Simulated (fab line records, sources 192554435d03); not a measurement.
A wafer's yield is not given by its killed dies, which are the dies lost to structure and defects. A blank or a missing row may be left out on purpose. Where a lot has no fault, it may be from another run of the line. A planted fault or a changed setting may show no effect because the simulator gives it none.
Chamber matching ; flow n5Finfet ; N5_BEOL_M6_ETCH_66 on rieDiel-05: 4 sister chambers
The step etches SOC in N2/H2, target depth 80 nm, overetch 16 nm, time 120 s. 4 wafers are shown with their chamber, then 12 later ones without.

## WAFERS, EACH WITH ITS CHAMBER
wafer;chamber;oesProductAu (a.u.)
L084.6;0;0.57
L086.1;1;0.67
L086.3;3;0.63
L086.5;2;0.53

## WAFERS WITHOUT THEIR CHAMBER
wafer;oesProductAu (a.u.)
L090.2;0.57
L090.3;0.66
L090.5;0.57
L091.2;0.57
L091.3;0.65
L091.6;0.61
L094.1;0.65
L094.5;0.52
L094.6;0.64
L095.2;0.57
L095.3;0.64
L095.4;0.57

## WHICH CHAMBER EACH ONE RAN IN
wafer;from the rows above;in truth
L090.2;0;0
L090.3;can't be placed: 1 or 3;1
L090.5;0;0
L091.2;0;0
L091.3;can't be placed: 1 or 3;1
L091.6;can't be placed: 3 or 0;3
L094.1;can't be placed: 1 or 3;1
L094.5;2;2
L094.6;can't be placed: 3 or 1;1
L095.2;0;0
L095.3;can't be placed: 3 or 1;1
L095.4;0;0
6 of 12 placed correctly. Can't be placed from these rows: 6 (the true chamber is among the candidates in 6). Number placed wrongly: 0.
How it was worked out, from the rows above alone: a wafer's distance from a chamber is the root of the sum, over the readings, of the square of ((its reading less the chamber's mean) divided by the reading's scatter). The wafer belongs to the nearest chamber; if the next one is less than 2 further off, it can't be placed. Each chamber's mean is taken over the wafers shown for it. The scatter: with one shown wafer a chamber, the root of the mean of the squares of how far each hidden wafer lies from its nearest shown one.
